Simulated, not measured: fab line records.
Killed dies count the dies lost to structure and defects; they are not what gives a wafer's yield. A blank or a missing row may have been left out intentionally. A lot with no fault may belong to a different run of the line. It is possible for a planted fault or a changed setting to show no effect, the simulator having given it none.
Matching of chambers + flow nandHarc + NHARC_P_M0_STRIP_18 on rieDiel-11: 4 sister chambers
The step strips in N2/H2. 18 wafers are shown with their chamber, then 9 later ones without.

WAFERS WITH THEIR CHAMBER
| wafer  | chamber | showerheadPlenumPTorr (Torr) | rfVppV (V) | oesProductAu (a.u.) |
|--------|---------|------------------------------|------------|---------------------|
| L076.1 | 0       | 2.21                         | 90.0       | 1.000               |
| L076.2 | 2       | 2.00                         | 89.7       | 1.010               |
| L076.5 | 1       | 2.05                         | 89.4       | 1.002               |
| L080.3 | 0       | 2.21                         | 91.9       | 1.005               |
| L080.5 | 3       | 1.88                         | 89.1       | 0.993               |
| L080.6 | 2       | 1.99                         | 90.6       | 1.005               |
| L082.1 | 2       | 1.99                         | 90.3       | 1.009               |
| L082.3 | 3       | 1.88                         | 90.5       | 1.000               |
| L082.5 | 1       | 2.04                         | 89.7       | 1.015               |
| L084.3 | 3       | 1.88                         | 89.4       | 1.014               |
| L084.5 | 1       | 2.04                         | 93.2       | 1.004               |
| L084.6 | 0       | 2.20                         | 90.9       | 1.002               |
| L085.3 | 0       | 2.20                         | 92.4       | 1.004               |
| L085.5 | 2       | 1.99                         | 90.4       | 1.004               |
| L085.6 | 3       | 1.88                         | 90.4       | 0.998               |
| L088.4 | 2       | 1.98                         | 91.2       | 1.026               |
| L088.5 | 1       | 2.03                         | 89.5       | 1.011               |
| L088.6 | 0       | 2.20                         | 91.4       | 1.011               |

SIGNATURES (averages over the wafers above)
| reading               | chamber 0 | chamber 1 | chamber 2 | chamber 3 | scatter within a chamber |
|-----------------------|-----------|-----------|-----------|-----------|--------------------------|
| showerheadPlenumPTorr | 2.2040    | 2.0400    | 1.9900    | 1.8800    | 0.00609                  |
| rfVppV                | 91.320    | 90.450    | 90.440    | 89.850    | 1.08                     |
| oesProductAu          | 1.00440   | 1.00800   | 1.01080   | 1.00125   | 0.00725                  |
Rule: for a wafer and a chamber, the distance is found by dividing, reading by reading, the gap between the wafer's reading and the chamber's mean by the reading's scatter, squaring, summing and taking the root. If the next closest chamber is less than 2 further off than the closest, the wafer can't be placed; otherwise it belongs to the closest. The scatter: the root of (the sum of the squares of (reading less its chamber's mean) over the shown wafers, divided by (wafers less chambers)).

WAFERS WITH NO CHAMBER GIVEN
| wafer  | showerheadPlenumPTorr (Torr) | rfVppV (V) | oesProductAu (a.u.) |
|--------|------------------------------|------------|---------------------|
| L089.1 | 2.22                         | 92.9       | 1.002               |
| L089.3 | 2.20                         | 92.5       | 1.004               |
| L089.4 | 1.98                         | 91.3       | 1.025               |
| L092.1 | 1.98                         | 90.3       | 1.033               |
| L092.5 | 2.19                         | 92.6       | 1.003               |
| L092.6 | 2.03                         | 89.8       | 1.017               |
| L094.1 | 2.19                         | 92.4       | 1.000               |
| L094.3 | 2.21                         | 90.9       | 1.000               |
| L094.6 | 2.03                         | 91.1       | 1.008               |

EACH ONE'S CHAMBER
| wafer  | from the rows above | in truth                   |
|--------|---------------------|----------------------------|
| L089.1 | 0                   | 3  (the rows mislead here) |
| L089.3 | 0                   | 0                          |
| L089.4 | 2                   | 2                          |
| L092.1 | 2                   | 2                          |
| L092.5 | 0                   | 0                          |
| L092.6 | 1                   | 1                          |
| L094.1 | 0                   | 0                          |
| L094.3 | 0                   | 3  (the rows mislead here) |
| L094.6 | 1                   | 1                          |
Correctly placed: 7 of 9. From these rows, 0 cannot be placed. Placed wrongly: 2.
